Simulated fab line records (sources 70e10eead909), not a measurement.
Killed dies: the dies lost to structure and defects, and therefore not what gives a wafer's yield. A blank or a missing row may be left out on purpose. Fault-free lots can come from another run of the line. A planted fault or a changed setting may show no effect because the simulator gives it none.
Which tool is to blame? -- flow nand_harc -- 14 lots, 42 wafers sampled, at 5 steps of a route of 1302

WHAT EACH GAUGE READ, for each wafer
NHARC_END_SORT_01. Usual: value, then standard deviation, for each; defect_limited_yield 91.2 % / 2.8; killed_at_array 56 / 19; killed_at_other 0.8 / 1.1; killed_at_periphery 3.4 / 2.5; killed_dies 60 / 19; killed_open 2.9 / 1.7; killed_short 2.4 / 1.6.
lot,measured,on,defect_limited_yield (%),killed_at_array,killed_at_other,killed_at_periphery,killed_dies,killed_open,killed_short,flag
L987,day 24 08:58,prober-02,96.5 96.5 97.3,21 22 18,0 0 0,3 2 0,24 24 18,1 1 2,2 3 0,
L990,day 25 07:28,prober-02,92.5 93.4 93.9,45 40 35,0 0 1,6 5 5,51 45 41,4 5 4,2 6 1,
L991,day 26 04:05,prober-01,90.8 88.9 89.8,62 75 65,0 0 0,0 0 4,62 75 69,2 1 3,2 1 2,
L992,day 27 07:38,prober-01,91.1 92.0 90.0,53 52 63,3 1 3,4 1 2,60 54 68,7 4 3,6 2 4,
L994,day 27 08:28,prober-02,88.8 87.1 89.5,66 75 67,1 2 1,9 10 3,76 87 71,3 4 4,1 4 2,
L993,day 27 16:59,prober-01,92.2 93.1 92.2,47 39 44,3 3 1,3 5 8,53 47 53,3 1 2,4 0 4,
L106,day 31 23:03,prober-01,92.9 93.4 94.4,44 42 36,1 1 1,3 2 1,48 45 38,3 1 3,4 3 1,
L105,day 31 17:56,prober-02,90.7 88.2 87.0,61 75 81,0 0 4,2 5 3,63 80 88,3 1 3,3 2 4,
L107,day 32 19:13,prober-01,87.4 90.1 88.5,78 60 72,0 0 0,7 7 6,85 67 78,3 5 1,5 3 3,
L108,day 33 12:05,prober-02,91.9 90.7 90.7,50 61 60,1 0 2,4 2 1,55 63 63,2 4 1,1 3 3,
L109,day 34 02:20,prober-01,93.6 93.2 93.9,38 40 39,0 2 1,5 4 1,43 46 41,1 1 2,4 3 1,
L110,day 34 17:55,prober-02,90.8 90.8 91.9,58 57 52,3 1 0,1 4 3,62 62 55,0 8 4,3 1 2,

TOOL THAT RAN EACH LOT (tool first, then ch and the chambers of the sampled wafers, then the start)
lot,NHARC_A_STAIRCASE_DESCUM_312,NHARC_A_STAIRCASE_ETCH_315,NHARC_A_STAIRCASE_DEP_322,NHARC_A_STAIRCASE_DEP_325
L987,"rie_diel-12 ch 1,2, day 16 17:34","rie_diel-12 ch 0,1,3, day 17 17:25 or earlier","pecvd-01 ch 1,2, day 17 17:25","pecvd-03 ch 0,1,2, day 18 03:28"
L990,"rie_diel-09 ch 1,2,3, day 17 20:30","rie_diel-09 ch 0,2,3, day 19 05:19 or earlier","pecvd-02 ch 0,1,2, day 19 05:19","pecvd-02 ch 0,2, day 19 09:42"
L991,"rie_diel-02 ch 0,2,3, day 18 20:31","rie_diel-02 ch 1,2, day 19 21:49 or earlier","pecvd-03 ch 0,1,2, day 19 21:49","pecvd-03 ch 0,1,2, day 20 05:09"
L992,"rie_diel-12 ch 0,1,2, day 19 03:30","rie_diel-12 ch 0,2, day 20 04:28 or earlier","pecvd-02 ch 1,2, day 20 04:28","pecvd-02 ch 0,1,2, day 20 12:26"
L994,"rie_diel-09 ch 0,1,2, day 19 21:44","rie_diel-09 ch 1,3, day 20 20:41 or earlier","pecvd-02 ch 0,2, day 20 20:41","pecvd-01 ch 0,1,2, day 21 03:56"
L993,"rie_diel-02 ch 1,3, day 19 22:20","rie_diel-02 ch 1,3, day 20 20:41 or earlier","pecvd-03 ch 0,1,2, day 20 20:41","pecvd-02 ch 1,2, day 21 03:55"
L995,"rie_diel-09 ch 1,3, day 20 18:28","rie_diel-09 ch 1,2, day 21 17:29 or earlier","pecvd-02 ch 0,1,2, day 21 17:29",-
L997,"rie_diel-09 ch 0,1,3, day 21 05:25","rie_diel-09 ch 0,1,3, day 22 04:59 or earlier","pecvd-03 ch 0,1,2, day 22 04:59",-
L106,"rie_diel-09 ch 0,1, day 24 11:10","rie_diel-09 ch 0,3, day 25 09:41 or earlier","pecvd-03 ch 0,1,2, day 25 09:41","pecvd-01 ch 0,1, day 25 18:20"
L105,"rie_diel-02 ch 0,1,2, day 24 11:29","rie_diel-02 ch 0,1,2, day 25 09:29 or earlier","pecvd-01 ch 0,1,2, day 25 09:29","pecvd-03 ch 0,1,2, day 25 18:08"
L107,"rie_diel-09 ch 0,3, day 25 08:32","rie_diel-09 ch 0,1,3, day 26 08:20 or earlier","pecvd-02 ch 0,2, day 26 08:20","pecvd-03 ch 0,1, day 26 18:29"
L108,"rie_diel-12 ch 0,1, day 26 01:36","rie_diel-12 ch 0,1, day 27 04:28 or earlier","pecvd-02 ch 0,1, day 27 04:28","pecvd-02 ch 0,1,2, day 27 12:06"
L109,"rie_diel-12 ch 2,3, day 26 14:23","rie_diel-12 ch 0,2, day 27 15:38 or earlier","pecvd-02 ch 0,1,2, day 27 15:38","pecvd-02 ch 0,1, day 27 23:50"
L110,"rie_diel-12 ch 0,3, day 26 16:07","rie_diel-12 ch 0,3, day 27 23:33 or earlier","pecvd-01 ch 0,1,2, day 27 23:33","pecvd-01 ch 0,1,2, day 28 07:10"
- NHARC_A_STAIRCASE_DESCUM_312: chemistry O2, time 3 s.
- NHARC_A_STAIRCASE_ETCH_315: etches the open film in C4F8/O2/Ar, target depth 2500 nm, time 607.1 s.
- NHARC_A_STAIRCASE_DEP_322: deposits SiO2, target thk 7200 nm.
- NHARC_A_STAIRCASE_DEP_325: deposits SiO2, target thk 7200 nm.

WHAT THE TOOLS THEMSELVES READ (means of the sampled wafers that have a number; where no wafer has one, the mark that the record gives instead)
NHARC_A_STAIRCASE_DESCUM_312. Usual: drypump_motor_current_A 5.82 A, standard deviation 0.26; oes_product_au 1.001 a.u., standard deviation 0.0099; rf_vpp_V 57.9 V, standard deviation 0.85; showerhead_plenum_p_Torr 1.93 Torr, standard deviation 0.078; throttle_valve_pct 11.311 %, standard deviation 0.0088.
lot,tool,drypump_motor_current_A (A),oes_product_au (a.u.),rf_vpp_V (V),showerhead_plenum_p_Torr (Torr),throttle_valve_pct (%),flag
L987,rie_diel-12,5.73,1.017,58.0,1.96,11.310,
L990,rie_diel-09,6.05,1.006,58.4,1.94,11.313,
L991,rie_diel-02,5.72,1.001,58.5,1.96,11.314,
L992,rie_diel-12,5.74,1.007,58.4,1.94,11.313,
L994,rie_diel-09,6.11,0.993,58.3,1.92,11.316,
L993,rie_diel-02,5.50,0.994,57.4,1.87,11.314,
L995,rie_diel-09,5.85,1.012,57.8,1.91,11.311,
L997,rie_diel-09,5.90,1.013,58.6,1.95,11.311,
L106,rie_diel-09,5.95,0.994,57.5,1.93,11.308,
L105,rie_diel-02,5.84,0.994,57.1,1.89,11.314,
L107,rie_diel-09,5.90,1.011,58.0,2.01,11.306,
L108,rie_diel-12,5.75,0.997,58.0,1.91,11.310,
L109,rie_diel-12,5.73,1.004,57.8,1.98,11.319,
L110,rie_diel-12,5.83,0.991,58.5,2.01,11.308,

NHARC_A_STAIRCASE_ETCH_315. Usual: bias_w 3000 W, standard deviation 8.5; oes_product_au 0.932 a.u., standard deviation 0.0095; rf_vpp_V 1829 V, standard deviation 10.
lot,tool,bias_w (W),oes_product_au (a.u.),rf_vpp_V (V),flag
L987,rie_diel-12,3003,0.935,1823,
L990,rie_diel-09,2994,0.938,1835,
L991,rie_diel-02,3004,0.927,1819,
L992,rie_diel-12,2997,0.937,1833,
L994,rie_diel-09,3010,0.935,1828,
L993,rie_diel-02,3001,0.917,1821,
L995,rie_diel-09,3004,0.933,1824,
L997,rie_diel-09,2997,0.934,1832,
L106,rie_diel-09,2993,0.933,1837,
L105,rie_diel-02,3008,0.937,1824,
L107,rie_diel-09,2997,0.940,1831,
L108,rie_diel-12,3008,0.921,1827,
L109,rie_diel-12,2997,0.932,1827,
L110,rie_diel-12,3002,0.926,1833,

NHARC_A_STAIRCASE_DEP_322. Usual: heater_power_outer_w 361 W, standard deviation 51; heater_power_w 639 W, standard deviation 59.
lot,tool,heater_power_outer_w (W),heater_power_w (W),flag
L987,pecvd-01,372,635,
L990,pecvd-02,354,628,
L991,pecvd-03,328,599,
L992,pecvd-02,345,638,
L994,pecvd-02,356,669,
L993,pecvd-03,350,631,
L995,pecvd-02,-,-,OFF
L997,pecvd-03,-,-,OFF
L106,pecvd-03,357,641,
L105,pecvd-01,399,682,
L107,pecvd-02,302,580,
L108,pecvd-02,399,661,
L109,pecvd-02,352,635,
L110,pecvd-01,337,607,

NHARC_A_STAIRCASE_DEP_325. Usual: heater_power_outer_w 361 W, standard deviation 53; heater_power_w 637 W, standard deviation 62.
lot,tool,heater_power_outer_w (W),heater_power_w (W),flag
L987,pecvd-03,364,646,
L990,pecvd-02,298,578,
L991,pecvd-03,328,604,
L992,pecvd-02,354,644,
L994,pecvd-01,353,597,
L993,pecvd-02,321,598,
L106,pecvd-01,359,620,
L105,pecvd-03,431,725,
L107,pecvd-03,391,675,
L108,pecvd-02,346,629,
L109,pecvd-02,378,641,
L110,pecvd-01,345,599,

THE ANSWER, worked out from the rows above alone
Rule: a lot is off if the mean of its wafers that have a number lies more than 3 standard deviations from the usual mean. Also off: a lot with no number at a reading for which 4 or more lots have one. All remaining lots with rows at the step are treated as sound. First the gauges in route order, then the tools' own readings, where a lot's mean is used as printed above. The first step at which some lot is off is used, and at that step the reading that is off furthest; a lot without a number counts as furthest.
Off, at NHARC_A_STAIRCASE_DEP_322 on heater_power_outer_w: L995, L997. Without a number there: L995, L997.
If a tool, at that step or one of the process steps before it, ran each lot that is off and ran no sound lot following the first of them, it fits. With no start given for some of its lots, NHARC_A_STAIRCASE_ETCH_315 uses the hours and lot order of NHARC_A_STAIRCASE_DEP_322. No candidate that was tried fits.

WHAT THE SIMULATOR PUT IN
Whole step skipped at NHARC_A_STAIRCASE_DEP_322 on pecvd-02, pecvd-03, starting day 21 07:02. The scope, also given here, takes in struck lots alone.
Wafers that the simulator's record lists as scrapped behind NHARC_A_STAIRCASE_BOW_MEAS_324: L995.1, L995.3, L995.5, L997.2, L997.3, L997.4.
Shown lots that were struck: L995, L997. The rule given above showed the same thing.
